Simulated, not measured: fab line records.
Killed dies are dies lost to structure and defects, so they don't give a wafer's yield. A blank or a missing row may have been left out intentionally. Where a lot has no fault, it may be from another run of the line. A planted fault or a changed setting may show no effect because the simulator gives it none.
8D (eight disciplines) problem report, filled in by code -- flow nand-harc -- the parts of the form that need people (team, actions taken, sign-off) are left out

== 1. WHAT WENT WRONG ==
At NHARC_END_SORT_01, killed-dies averages 302 over 6 wafers from 2 lots, while fault-free wafers read 60, standard deviation 18. That is +13 standard deviations from the usual mean.
Earliest sighting: wafer L956.2 on prober-02 at day 30 09:27. The record holds 36 wafers of 12 lots with a number at this step. Rule for "out" (also "out of limits"): further than 4 standard deviations from the usual mean. The rest of the wafers with a number are treated as sound.

== 2. WHAT IT IS; WHAT IT IS NOT ==
question,is,is not
which readings at this step,"killed-dies, defect-limited-yield, killed-at-array","killed-at-periphery, killed-open, killed-short"
which lots,"L956, L958","L943, L945, L946, L948, L950, L951, L952, L955, L957, L965"
which wafers of those lots,all that have a number,-
read on which gauges,"prober-01, prober-02",-
when,from day 30 09:27,"up to then (25 sound wafers); but 5 sound wafers of L957, L965 came after"

== 3. WHAT RULES OUT EACH SUSPECT ==
Counting: a tool at any process step up to the reading remains a suspect when it ran all the lots that are out and ran no sound lot after the first of those.
- ruled out: the gauge at NHARC_END_SORT_01. Those wafers that are out were read across 2 gauges (prober-01, prober-02).
- rie-diel-03 at NHARC_A_BONDPAD_DESCUM_11 (chemistry O2, time 3 s): ruled out as a lasting fault. After its first lot that is out, L956 (day 29 00:09), sound lots L965 ran on it.
- cmp-02 at NHARC_A_BONDPAD_CMP_19 (polishes, t overpolish 30 s, cu recess touch 16 s, target thk 169.82 nm): kept. All lots that are out passed through it, beginning with L956 at day 29 02:20, and no sound lot followed; its final sound lot before that point was L955 at day 28 20:49.
After counting, what remains is cmp-02 at NHARC_A_BONDPAD_CMP_19.

== 4. THE CAUSE (what the simulator had put in) ==
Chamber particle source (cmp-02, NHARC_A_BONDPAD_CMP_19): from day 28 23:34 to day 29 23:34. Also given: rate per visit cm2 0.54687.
This tool alone remained once counting was done.

== 5. THE EFFECT CHAIN, in route order ==
Each row: a reading where the mean over the struck wafers with a number is more than 3 standard deviations away from the usual. Only readings for which the record gives a usual standard deviation are gone through. hours: the time from each lot's start at the first step in this table that gives one to its start at this step, as a median over the lots. sigmas: the change in usual standard deviations.
hours,step,reading,usual,on struck wafers,change,sigmas
0,NHARC_END_SORT_01,defect-limited-yield,91.1 %,55.4,-35.7,-13
0,NHARC_END_SORT_01,killed-at-array,55,299,+244,+13
0,NHARC_END_SORT_01,killed-dies,60,302,+242,+13

== 6. WHAT WOULD HAVE CAUGHT IT SOONER ==
34 hours passed between the start of the fault at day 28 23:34 and the first reading out of limits at a measuring or inspecting step in this record, taken at day 30 09:27.
No tool reading at NHARC_A_BONDPAD_CMP_19 that has a usual standard deviation in the record was out on any struck wafer, so an alarm limit of 4 standard deviations on those readings would not have fired.
By day 30 09:27, every lot that is out (2) had started NHARC_A_BONDPAD_CMP_19 on cmp-02. Had the tool been put on hold then, not one of them would have been saved.
